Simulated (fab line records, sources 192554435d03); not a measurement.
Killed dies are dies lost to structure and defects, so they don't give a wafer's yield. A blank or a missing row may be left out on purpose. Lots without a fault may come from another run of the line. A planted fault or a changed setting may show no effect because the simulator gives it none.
One fault seen from 2 desks | flow n5_finfet | each desk has only its own numbers; what lay behind them comes last

THE METROLOGY DESK
What the gauges read, lot by lot, whatever tool the lot ran on: means of the sampled wafers that have a number. A lot is out of limits, marked OUT, if its mean lies more than 4 standard deviations from the usual mean; the brackets give that distance.
Columns: A = cd_nm at N5_BEOL_M13_CD_MEAS_17, usual 189.7 nm; B = M14_ILD_THK at N5_BEOL_M14_THK_MEAS_01, usual 1121 nm
lot  | first seen here | A     | B
L725 | day 12 08:45    | 190.4 | 1106
L723 | day 12 13:31    | 192.5 | 1130
L727 | day 13 13:49    | 192.2 | 1104
L729 | day 13 17:23    | 189.0 | 1112
L728 | day 13 17:46    | 188.7 | 1102
L730 | day 13 18:16    | 192.7 | 1131
L732 | day 14 22:50    | 193.0 | 1112
L733 | day 15 04:37    | 189.1 | 1110
L736 | day 15 09:40    | 187.7 | 1119
L743 | day 17 15:53    | 190.7 | 1136
L744 | day 17 21:37    | 187.8 | 1126
L745 | day 18 07:50    | 187.1 | 1116
This desk's finding: nothing out of limits on any of the 12 lots.

THE TOOL OWNER'S DESK: pvd_sputter-01
The tool's own readings at N5_BEOL_M13_SPUTTER_45 (material Cu, target thk 80 nm, time 13.33 s): means of the sampled wafers that have a number, for each lot that ran on this tool. A lot is out of limits, marked OUT, if its mean lies more than 4 standard deviations from the usual mean; the brackets give that distance.
Columns: A = cathode_dc_power_W at N5_BEOL_M13_SPUTTER_45, usual 26000 W; B = throttle_valve_pct at N5_BEOL_M13_SPUTTER_45, usual 30.3 %
lot  | first seen here | A                       | B
L728 | day 14 00:34    | 25998                   | 31.5
L730 | day 14 07:06    | 25999                   | 30.7
L732 | day 15 01:28    | 25077 (-99 or more) OUT | 31.5
L736 | day 15 16:44    | 24158 (-99 or more) OUT | 31.0
This desk's finding: out of limits on L732, L736; first on L732, day 15 01:28 (cathode_dc_power_W at N5_BEOL_M13_SPUTTER_45). In limits: L728, L730.

PUT TOGETHER
The tool owner's desk could have raised an alarm at day 15 01:28, on L732, L736.
The metrology desk saw nothing out of limits.
The metrology desk has L732, L736 on record, within its limits.
Of the lots named, all ran N5_BEOL_M13_SPUTTER_45 on pvd_sputter-01.

WHAT THE SIMULATOR HAD PUT IN
Process parameter drift: pvd_sputter-01, from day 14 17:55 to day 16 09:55, at N5_BEOL_M13_SPUTTER_45. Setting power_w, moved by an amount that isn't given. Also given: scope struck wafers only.
Lots struck among those shown: L732, L736.
Hours from the fault's start to each desk's first reading out of limits: the tool owner's desk, 8.
